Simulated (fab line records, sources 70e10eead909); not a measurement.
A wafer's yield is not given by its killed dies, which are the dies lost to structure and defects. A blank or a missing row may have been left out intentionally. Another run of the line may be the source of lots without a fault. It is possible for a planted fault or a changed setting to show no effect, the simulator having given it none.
Which tool did it? :: flow nand-harc :: 36 wafers from 12 lots sampled at 5 of the route's 1159 steps

== WHAT THE GAUGES SHOWED, per wafer ==
NHARC_END_SORT_01. Usual: killed-at-array 28, standard deviation 10; killed-at-other 0.6, standard deviation 1.1; killed-at-periphery 3.6, standard deviation 2.6; killed-dies 32, standard deviation 10; killed-open 3.3, standard deviation 1.8; killed-short 1.9, standard deviation 1.4.
lot: L715
measured: day 22 09:44
on: prober-02
killed-at-array: 35 41 26
killed-at-other: 1 0 0
killed-at-periphery: 2 2 3
killed-dies: 38 43 29
killed-open: 2 2 3
killed-short: 1 1 2
flag: 

lot: L714
measured: day 23 06:19
on: prober-01
killed-at-array: 21 21 69
killed-at-other: 1 0 0
killed-at-periphery: 5 2 4
killed-dies: 27 23 73
killed-open: 3 4 1
killed-short: 2 4 0
flag: 

== WHICH TOOL RAN EACH LOT (tool, then ch and the chambers of the sampled wafers, then the start) ==
lot: L703
NHARC_A_CONTACT_ETCH_75: rie-diel-05 ch 2,3, day 16 04:42
NHARC_A_CONTACT_ETCH_78: rie-diel-05 ch 1,2,3, day 16 06:02 or earlier
NHARC_A_CONTACT_ETCH_125: har-cap-etch-03 ch 0,1, day 16 06:02
NHARC_A_CONTACT_ETCH_126: har-cap-etch-03 ch 0,1, day 16 06:14

lot: L706
NHARC_A_CONTACT_ETCH_75: rie-diel-04 ch 1,2, day 17 07:39
NHARC_A_CONTACT_ETCH_78: rie-diel-04 ch 1,3, day 17 09:08 or earlier
NHARC_A_CONTACT_ETCH_125: har-cap-etch-02 ch 0,1, day 17 09:08
NHARC_A_CONTACT_ETCH_126: har-cap-etch-02 ch 0,1, day 17 09:19

lot: L707
NHARC_A_CONTACT_ETCH_75: rie-diel-05 ch 0,1, day 17 11:50
NHARC_A_CONTACT_ETCH_78: rie-diel-05 ch 0,1,3, day 17 13:06 or earlier
NHARC_A_CONTACT_ETCH_125: har-cap-etch-01 ch 0,1, day 17 13:06
NHARC_A_CONTACT_ETCH_126: har-cap-etch-01 ch 0,1, day 17 13:14

lot: L708
NHARC_A_CONTACT_ETCH_75: rie-diel-04 ch 0,3, day 17 14:44
NHARC_A_CONTACT_ETCH_78: rie-diel-04 ch 0,1,2, day 17 16:08 or earlier
NHARC_A_CONTACT_ETCH_125: har-cap-etch-02 ch 0,1, day 17 16:08
NHARC_A_CONTACT_ETCH_126: har-cap-etch-02 ch 0,1, day 17 16:16

lot: L716
NHARC_A_CONTACT_ETCH_75: rie-diel-04 ch 1,2,3, day 19 21:34
NHARC_A_CONTACT_ETCH_78: rie-diel-04 ch 1,2,3, day 19 23:24 or earlier
NHARC_A_CONTACT_ETCH_125: har-cap-etch-03 ch 0,1, day 19 23:24
NHARC_A_CONTACT_ETCH_126: har-cap-etch-03 ch 0,1, day 19 23:35

lot: L715
NHARC_A_CONTACT_ETCH_75: rie-diel-04 ch 1,3, day 19 22:05
NHARC_A_CONTACT_ETCH_78: rie-diel-04 ch 1,2,3, day 19 23:48 or earlier
NHARC_A_CONTACT_ETCH_125: har-cap-etch-02 ch 0,1, day 19 23:48
NHARC_A_CONTACT_ETCH_126: har-cap-etch-02 ch 0,1, day 19 23:56

lot: L718
NHARC_A_CONTACT_ETCH_75: rie-diel-05 ch 0,1,2, day 20 07:04
NHARC_A_CONTACT_ETCH_78: rie-diel-05 ch 1,2, day 20 08:22 or earlier
NHARC_A_CONTACT_ETCH_125: har-cap-etch-01 ch 0,1, day 20 08:22
NHARC_A_CONTACT_ETCH_126: har-cap-etch-01 ch 0,1, day 20 08:30

lot: L714
NHARC_A_CONTACT_ETCH_75: rie-diel-04 ch 0,1,2, day 20 09:13
NHARC_A_CONTACT_ETCH_78: rie-diel-04 ch 0,1,3, day 20 10:30 or earlier
NHARC_A_CONTACT_ETCH_125: har-cap-etch-01 ch 0,1, day 20 10:30
NHARC_A_CONTACT_ETCH_126: har-cap-etch-01 ch 0,1, day 20 10:38

lot: L719
NHARC_A_CONTACT_ETCH_75: rie-diel-05 ch 1,3, day 20 19:05
NHARC_A_CONTACT_ETCH_78: rie-diel-05 ch 0,1, day 20 20:28 or earlier
NHARC_A_CONTACT_ETCH_125: har-cap-etch-03 ch 0,1, day 20 20:28
NHARC_A_CONTACT_ETCH_126: har-cap-etch-03 ch 0,1, day 20 20:40

lot: L721
NHARC_A_CONTACT_ETCH_75: rie-diel-05 ch 0,1,2, day 21 02:31
NHARC_A_CONTACT_ETCH_78: rie-diel-05 ch 0,2,3, day 21 03:48 or earlier
NHARC_A_CONTACT_ETCH_125: har-cap-etch-01 ch 0,1, day 21 03:48
NHARC_A_CONTACT_ETCH_126: har-cap-etch-01 ch 0,1, day 21 03:56

lot: L724
NHARC_A_CONTACT_ETCH_75: rie-diel-07 ch 1,3, day 21 18:22
NHARC_A_CONTACT_ETCH_78: rie-diel-07 ch 1,2, day 21 19:36 or earlier
NHARC_A_CONTACT_ETCH_125: har-cap-etch-02 ch 0,1, day 21 19:36
NHARC_A_CONTACT_ETCH_126: har-cap-etch-02 ch 0,1, day 21 19:45

lot: L726
NHARC_A_CONTACT_ETCH_75: rie-diel-05 ch 0,1, day 22 12:35
NHARC_A_CONTACT_ETCH_78: rie-diel-05 ch 0,1,3, day 22 14:03 or earlier
NHARC_A_CONTACT_ETCH_125: har-cap-etch-03 ch 0,1, day 22 14:03
NHARC_A_CONTACT_ETCH_126: har-cap-etch-03 ch 0,1, day 22 14:11
- NHARC_A_CONTACT_ETCH_75: etches the open film in CF4, target depth 39 nm, time 65 s.
- NHARC_A_CONTACT_ETCH_78: etches the open film in O2/COS, target depth 2800 nm, time 728 s.
- NHARC_A_CONTACT_ETCH_125: etches the open film in C4F8/O2/Ar, time 155 s, target depth 956 nm.
- NHARC_A_CONTACT_ETCH_126: etches the open film in C4F8/O2/Ar, time 155 s, target depth 956 nm.

== WHAT THE TOOLS THEMSELVES READ (means of the sampled wafers that have a number; where no wafer has one, the mark that the record gives instead) ==
NHARC_A_CONTACT_ETCH_75. Usual: drypump-motor-current-A 5.7 A, standard deviation 0.55; oes-product-au 0.995 a.u., standard deviation 0.013; rf-vpp-V 151.4 V, standard deviation 1.1; run-length-s 86.3 s, standard deviation 0.35; showerhead-plenum-p-Torr 1.78 Torr, standard deviation 0.054; throttle-valve-pct 13.284 %, standard deviation 0.0092.
lot: L703
tool: rie-diel-05
drypump-motor-current-A (A): 6.3
oes-product-au (a.u.): 1.006
rf-vpp-V (V): 151.5
run-length-s (s): 86.7
showerhead-plenum-p-Torr (Torr): 1.77
throttle-valve-pct (%): 13.287
flag: 

lot: L706
tool: rie-diel-04
drypump-motor-current-A (A): 5.3
oes-product-au (a.u.): 0.983
rf-vpp-V (V): 151.3
run-length-s (s): 86.3
showerhead-plenum-p-Torr (Torr): 1.78
throttle-valve-pct (%): 13.286
flag: 

lot: L707
tool: rie-diel-05
drypump-motor-current-A (A): 5.6
oes-product-au (a.u.): 0.979
rf-vpp-V (V): 152.2
run-length-s (s): 86.6
showerhead-plenum-p-Torr (Torr): 1.83
throttle-valve-pct (%): 13.280
flag: 

lot: L708
tool: rie-diel-04
drypump-motor-current-A (A): 5.7
oes-product-au (a.u.): 1.012
rf-vpp-V (V): 151.4
run-length-s (s): 86.3
showerhead-plenum-p-Torr (Torr): 1.78
throttle-valve-pct (%): 13.286
flag: 

lot: L716
tool: rie-diel-04
drypump-motor-current-A (A): 5.4
oes-product-au (a.u.): 0.998
rf-vpp-V (V): 151.0
run-length-s (s): 86.3
showerhead-plenum-p-Torr (Torr): 1.80
throttle-valve-pct (%): 13.295
flag: 

lot: L715
tool: rie-diel-04
drypump-motor-current-A (A): 5.2
oes-product-au (a.u.): 0.989
rf-vpp-V (V): 152.1
run-length-s (s): 70.1
showerhead-plenum-p-Torr (Torr): 1.78
throttle-valve-pct (%): 13.279
flag: OFF

lot: L718
tool: rie-diel-05
drypump-motor-current-A (A): 5.9
oes-product-au (a.u.): 0.989
rf-vpp-V (V): 151.3
run-length-s (s): 86.5
showerhead-plenum-p-Torr (Torr): 1.80
throttle-valve-pct (%): 13.281
flag: 

lot: L714
tool: rie-diel-04
drypump-motor-current-A (A): 5.6
oes-product-au (a.u.): 1.000
rf-vpp-V (V): 151.7
run-length-s (s): 69.9
showerhead-plenum-p-Torr (Torr): 1.77
throttle-valve-pct (%): 13.285
flag: OFF

lot: L719
tool: rie-diel-05
drypump-motor-current-A (A): 5.9
oes-product-au (a.u.): 0.997
rf-vpp-V (V): 151.4
run-length-s (s): 86.5
showerhead-plenum-p-Torr (Torr): 1.77
throttle-valve-pct (%): 13.278
flag: 

lot: L721
tool: rie-diel-05
drypump-motor-current-A (A): 5.9
oes-product-au (a.u.): 0.997
rf-vpp-V (V): 152.1
run-length-s (s): 86.4
showerhead-plenum-p-Torr (Torr): 1.79
throttle-valve-pct (%): 13.288
flag: 

lot: L724
tool: rie-diel-07
drypump-motor-current-A (A): 5.0
oes-product-au (a.u.): 0.994
rf-vpp-V (V): 151.7
run-length-s (s): 86.4
showerhead-plenum-p-Torr (Torr): 1.77
throttle-valve-pct (%): 13.285
flag: 

lot: L726
tool: rie-diel-05
drypump-motor-current-A (A): 5.5
oes-product-au (a.u.): 0.991
rf-vpp-V (V): 151.6
run-length-s (s): 86.5
showerhead-plenum-p-Torr (Torr): 1.82
throttle-valve-pct (%): 13.284
flag: 

NHARC_A_CONTACT_ETCH_78. Usual: drypump-motor-current-A 5.7 A, standard deviation 0.55; oes-product-au 0.995 a.u., standard deviation 0.013; rf-vpp-V 314.6 V, standard deviation 1.6; run-length-s 749.3 s, standard deviation 0.34; showerhead-plenum-p-Torr 3.15 Torr, standard deviation 0.1; throttle-valve-pct 28.329 %, standard deviation 0.0094.
lot: L703
tool: rie-diel-05
drypump-motor-current-A (A): 6.0
oes-product-au (a.u.): 0.992
rf-vpp-V (V): 315.6
run-length-s (s): 749.4
showerhead-plenum-p-Torr (Torr): 3.19
throttle-valve-pct (%): 28.330
flag: 

lot: L706
tool: rie-diel-04
drypump-motor-current-A (A): 5.2
oes-product-au (a.u.): 0.987
rf-vpp-V (V): 314.1
run-length-s (s): 749.4
showerhead-plenum-p-Torr (Torr): 3.16
throttle-valve-pct (%): 28.337
flag: 

lot: L707
tool: rie-diel-05
drypump-motor-current-A (A): 6.0
oes-product-au (a.u.): 0.984
rf-vpp-V (V): 314.1
run-length-s (s): 749.8
showerhead-plenum-p-Torr (Torr): 3.14
throttle-valve-pct (%): 28.324
flag: 

lot: L708
tool: rie-diel-04
drypump-motor-current-A (A): 5.6
oes-product-au (a.u.): 0.994
rf-vpp-V (V): 313.4
run-length-s (s): 749.4
showerhead-plenum-p-Torr (Torr): 3.13
throttle-valve-pct (%): 28.325
flag: 

lot: L716
tool: rie-diel-04
drypump-motor-current-A (A): 5.4
oes-product-au (a.u.): 1.002
rf-vpp-V (V): 315.9
run-length-s (s): 749.1
showerhead-plenum-p-Torr (Torr): 3.19
throttle-valve-pct (%): 28.323
flag: 

lot: L715
tool: rie-diel-04
drypump-motor-current-A (A): 5.4
oes-product-au (a.u.): 0.998
rf-vpp-V (V): 314.7
run-length-s (s): 749.4
showerhead-plenum-p-Torr (Torr): 3.19
throttle-valve-pct (%): 28.324
flag: 

lot: L718
tool: rie-diel-05
drypump-motor-current-A (A): 5.6
oes-product-au (a.u.): 0.989
rf-vpp-V (V): 315.5
run-length-s (s): 749.5
showerhead-plenum-p-Torr (Torr): 3.27
throttle-valve-pct (%): 28.328
flag: 

lot: L714
tool: rie-diel-04
drypump-motor-current-A (A): 5.5
oes-product-au (a.u.): 1.005
rf-vpp-V (V): 313.7
run-length-s (s): 749.1
showerhead-plenum-p-Torr (Torr): 3.14
throttle-valve-pct (%): 28.325
flag: 

lot: L719
tool: rie-diel-05
drypump-motor-current-A (A): 5.6
oes-product-au (a.u.): 0.991
rf-vpp-V (V): 316.5
run-length-s (s): 749.3
showerhead-plenum-p-Torr (Torr): 3.22
throttle-valve-pct (%): 28.331
flag: 

lot: L721
tool: rie-diel-05
drypump-motor-current-A (A): 6.3
oes-product-au (a.u.): 0.999
rf-vpp-V (V): 313.8
run-length-s (s): 749.5
showerhead-plenum-p-Torr (Torr): 3.07
throttle-valve-pct (%): 28.329
flag: 

lot: L724
tool: rie-diel-07
drypump-motor-current-A (A): 5.5
oes-product-au (a.u.): 0.991
rf-vpp-V (V): 314.3
run-length-s (s): 749.5
showerhead-plenum-p-Torr (Torr): 3.11
throttle-valve-pct (%): 28.337
flag: 

lot: L726
tool: rie-diel-05
drypump-motor-current-A (A): 6.0
oes-product-au (a.u.): 0.995
rf-vpp-V (V): 314.4
run-length-s (s): 749.7
showerhead-plenum-p-Torr (Torr): 3.12
throttle-valve-pct (%): 28.335
flag: 

== THE ANSWER, worked out from the rows above alone ==
Rule: lot off if the mean of its wafers having a number is beyond 3 standard deviations from the usual mean. A lot without any number at a reading at which 4 lots or more have one is off too. Where the step has rows for the other lots, those lots are counted as sound. The gauges are gone through in route order, then the tools' own readings, and for those a lot's mean is taken as printed above. At the first step where some lot is off, the reading lying furthest off is the one used; lots without a number count as furthest.
Off at NHARC_A_CONTACT_ETCH_75 (run-length-s): L715, L714.
A tool fits if, at that step or a process step before it, it ran every lot that is off, and no sound lot after the first of them. One fits: rie-diel-04 at NHARC_A_CONTACT_ETCH_75. Its last sound lot is L716 (day 19 21:34), its first lot that is off L715 (day 19 22:05): a fault that began between those two fits.
On the lots that are off, the tool's own readings at NHARC_A_CONTACT_ETCH_75 differ by more than 5 times the standard deviation of the sound lots' means, which bears it out; run-length-s reads 70.0 s there versus 86.5 s on the sound lots.

== WHAT WAS PUT IN BY THE SIMULATOR ==
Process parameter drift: rie-diel-04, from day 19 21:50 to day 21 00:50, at NHARC_A_CONTACT_ETCH_75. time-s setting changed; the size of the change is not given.
Lots struck among those shown: L715, L714. Same finding as the rule above.
